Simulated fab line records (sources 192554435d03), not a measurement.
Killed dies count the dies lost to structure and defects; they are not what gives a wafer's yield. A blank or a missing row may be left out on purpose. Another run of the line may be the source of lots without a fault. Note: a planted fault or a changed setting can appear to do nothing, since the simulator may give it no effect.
Matching of chambers :: flow n5 finfet :: 4 sister chambers for N5_SD_EPI_P_ETCH_36 on rie diel-05
The step etches SiARC in CF4, target depth 45.5 nm, time 75.8 s. 16 wafers are shown with their chamber, then 8 later ones without.

WAFERS, EACH WITH ITS CHAMBER
wafer: L077.1
chamber: 0
showerhead plenum p Torr (Torr): 2.12
throttle valve pct (%): 15.87
drypump motor current A (A): 5.8

wafer: L077.4
chamber: 1
showerhead plenum p Torr (Torr): 2.21
throttle valve pct (%): 15.60
drypump motor current A (A): 5.6

wafer: L077.5
chamber: 3
showerhead plenum p Torr (Torr): 2.13
throttle valve pct (%): 15.29
drypump motor current A (A): 5.2

wafer: L078.1
chamber: 2
showerhead plenum p Torr (Torr): 2.24
throttle valve pct (%): 15.95
drypump motor current A (A): 6.0

wafer: L078.3
chamber: 3
showerhead plenum p Torr (Torr): 2.13
throttle valve pct (%): 15.30
drypump motor current A (A): 5.1

wafer: L078.4
chamber: 0
showerhead plenum p Torr (Torr): 2.12
throttle valve pct (%): 15.85
drypump motor current A (A): 5.7

wafer: L080.1
chamber: 3
showerhead plenum p Torr (Torr): 2.12
throttle valve pct (%): 15.33
drypump motor current A (A): 5.2

wafer: L080.2
chamber: 1
showerhead plenum p Torr (Torr): 2.21
throttle valve pct (%): 15.62
drypump motor current A (A): 5.6

wafer: L080.3
chamber: 0
showerhead plenum p Torr (Torr): 2.12
throttle valve pct (%): 15.86
drypump motor current A (A): 5.8

wafer: L080.4
chamber: 2
showerhead plenum p Torr (Torr): 2.24
throttle valve pct (%): 15.95
drypump motor current A (A): 6.0

wafer: L080.5
chamber: 3
showerhead plenum p Torr (Torr): 2.12
throttle valve pct (%): 15.33
drypump motor current A (A): 5.1

wafer: L080.6
chamber: 2
showerhead plenum p Torr (Torr): 2.24
throttle valve pct (%): 15.95
drypump motor current A (A): 6.0

wafer: L082.3
chamber: 0
showerhead plenum p Torr (Torr): 2.12
throttle valve pct (%): 15.87
drypump motor current A (A): 5.7

wafer: L082.4
chamber: 2
showerhead plenum p Torr (Torr): 2.24
throttle valve pct (%): 15.96
drypump motor current A (A): 6.0

wafer: L082.6
chamber: 2
showerhead plenum p Torr (Torr): 2.24
throttle valve pct (%): 15.97
drypump motor current A (A): 6.0

wafer: L084.1
chamber: 3
showerhead plenum p Torr (Torr): 2.12
throttle valve pct (%): 15.33
drypump motor current A (A): 5.2

SIGNATURES, as means of the wafers listed above
reading: showerhead plenum p Torr
chamber 0: 2.1200
chamber 1: 2.2100
chamber 2: 2.2400
chamber 3: 2.1240
scatter within a chamber: 0.00316

reading: throttle valve pct
chamber 0: 15.8625
chamber 1: 15.6100
chamber 2: 15.9560
chamber 3: 15.3160
scatter within a chamber: 0.0139

reading: drypump motor current A
chamber 0: 5.750
chamber 1: 5.600
chamber 2: 6.000
chamber 3: 5.160
scatter within a chamber: 0.0428
Rule: for each reading, subtract the chamber's mean from the wafer's reading, divide by that reading's scatter and square the result; add these up over the readings and take the root, which gives the wafer's distance from the chamber. The wafer belongs to the nearest chamber; if the next one is less than 2 further off, it can't be placed. How the scatter is found: for the shown wafers, subtract from each reading the mean of its chamber, square and add these, divide the total by (wafers less chambers), then take the root.

WAFERS WITHOUT THEIR CHAMBER
wafer: L084.4
showerhead plenum p Torr (Torr): 2.23
throttle valve pct (%): 15.96
drypump motor current A (A): 6.0

wafer: L084.6
showerhead plenum p Torr (Torr): 2.21
throttle valve pct (%): 15.63
drypump motor current A (A): 5.7

wafer: L086.1
showerhead plenum p Torr (Torr): 2.12
throttle valve pct (%): 15.35
drypump motor current A (A): 5.1

wafer: L086.5
showerhead plenum p Torr (Torr): 2.12
throttle valve pct (%): 15.90
drypump motor current A (A): 5.8

wafer: L086.6
showerhead plenum p Torr (Torr): 2.12
throttle valve pct (%): 15.33
drypump motor current A (A): 5.1

wafer: L087.1
showerhead plenum p Torr (Torr): 2.23
throttle valve pct (%): 15.97
drypump motor current A (A): 6.0

wafer: L087.2
showerhead plenum p Torr (Torr): 2.12
throttle valve pct (%): 15.90
drypump motor current A (A): 5.8

wafer: L087.5
showerhead plenum p Torr (Torr): 2.12
throttle valve pct (%): 15.90
drypump motor current A (A): 5.7

CHAMBER TAKEN BY EACH
wafer: L084.4
from the rows above: 2
in truth: 2

wafer: L084.6
from the rows above: 1
in truth: 1

wafer: L086.1
from the rows above: 3
in truth: 3

wafer: L086.5
from the rows above: 0
in truth: 0

wafer: L086.6
from the rows above: 3
in truth: 3

wafer: L087.1
from the rows above: 2
in truth: 2

wafer: L087.2
from the rows above: 0
in truth: 0

wafer: L087.5
from the rows above: 0
in truth: 0
Correct placement for 8 of the 8. Left unplaced by these rows: 0. Number placed wrongly: 0.
